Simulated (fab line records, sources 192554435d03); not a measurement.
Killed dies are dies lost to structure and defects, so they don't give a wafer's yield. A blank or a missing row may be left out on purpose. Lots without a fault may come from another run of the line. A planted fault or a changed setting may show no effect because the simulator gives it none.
A struck lot beside a sound one | flow n5_finfet | 14 steps out of a route of 1938
Sound: wafers L288.1, L288.5, L288.6. Struck: wafers L292.1, L292.4, L292.6. The cause comes at the end.
At each step with rows: each side's tool, then ch and its chambers, then its first start. Under that, the readings that differ: sound wafers | struck wafers | difference of the means | sigmas: that difference in standard deviations of wafers without a fault.
alike: readings whose means differ by less than 2 such deviations, and words and numbers that are the same on both sides. not compared: withheld readings, readings that some wafer has no value for, bounds like >300 that may hide the same value, and numbers for which the record gives no deviation and whose values overlap.
The two part at a step that has a row with sigmas, a row that says differs or no value, or rows on one side only. Numbers that don't overlap but have no deviation are shown without sigmas and don't part them. A reading that every wafer of one side lacks parts them only if that side has two wafers or more.

N5_BEOL_M7_ETCH_62: etches SOC in N2/H2, target depth 110 nm, overetch 22 nm, time 165 s.
  sound on rie_diel-03 ch 1,2,3, day 9 02:31; struck on rie_diel-03 ch 1,2,3, day 10 02:07
  alike: drypump_motor_current_A, oes_product_au, rf_fwd_power_W, rf_vpp_V, showerhead_plenum_p_Torr, throttle_valve_pct
  not compared: rf_hours_counter_h
then, 1 step without rows for these wafers: N5_BEOL_M7_STRIP_68 (strips in N2/H2).
N5_BEOL_M7_STRIP_67: strips in CF4.
  sound on rie_diel-03 ch 1,2,3, day 9 02:40; struck on rie_diel-03 ch 1,2,3, day 10 02:16
  alike: drypump_motor_current_A, oes_product_au, rf_vpp_V, showerhead_plenum_p_Torr, throttle_valve_pct
  not compared: rf_hours_counter_h
N5_BEOL_M7_HM_OPEN_17: chemistry Cl2/BCl3, target TiN, target depth 20 nm, overetch 6 nm.
  sound on rie_metal-03 ch 0,1, day 9 02:43; struck on rie_metal-02 ch 0,1, day 10 02:18
  alike: bcl3_flow_sccm, drypump_motor_current_A, oes_product_au, rf_fwd_power_W, throttle_valve_pct
  not compared: rf_hours_counter_h
N5_BEOL_M7_STRIP_19: strips in O2.
  sound on rie_diel-04 ch 0,3, day 9 02:49; struck on rie_diel-05 ch 0,3, day 10 02:26
  reading                | sound             | struck            | difference | sigmas
  oes_product_au (a.u.)  | 0.70 0.76 0.70    | 0.98 0.89 0.98    | +0.23      | +2
  throttle_valve_pct (%) | 16.61 16.75 16.59 | 15.88 16.15 15.90 | -0.67      | -3
  alike: drypump_motor_current_A, rf_vpp_V, showerhead_plenum_p_Torr
  not compared: rf_hours_counter_h
N5_BEOL_M7_CD_MEAS_18: pitch 80 nm, target cd 40 nm.
  sound on cd_sem-01, day 9 02:53; struck on cd_sem-03, day 10 02:30
  alike: cd_nm
then, 6 steps without rows for these wafers: N5_BEOL_M7_COAT_63 (time 60 s, resist thk 60 nm); N5_BEOL_M7_COAT_64 (time 60 s, resist thk 12 nm); N5_BEOL_M7_COAT_71 (time 60 s, resist thk 5 nm); N5_BEOL_M7_COAT_22 (resist thk 30 nm); N5_BEOL_M7_EBR_24; N5_BEOL_M7_SOFTBAKE_23 (time 60 s).
N5_BEOL_M7_EXPOSE_25: exposes mask V6, target cd 40 nm.
  sound on euv_scanner-01 ch 0, day 9 03:04; struck on euv_scanner-01, day 10 03:05
  no value came back on the struck wafers for exposure_dose_mJ_cm2, focus_offset_nm (nm), sigma_outer; on the sound wafers exposure_dose_mJ_cm2 reads 42.43 42.47 42.47
  alike: mask
then, 1 step without rows for these wafers: N5_BEOL_M7_PEB_26 (peb time 60 s).

WHERE THEY PART
First at N5_BEOL_M7_STRIP_19; last, within this record, at N5_BEOL_M7_EXPOSE_25.

WHY: what the simulator had put in
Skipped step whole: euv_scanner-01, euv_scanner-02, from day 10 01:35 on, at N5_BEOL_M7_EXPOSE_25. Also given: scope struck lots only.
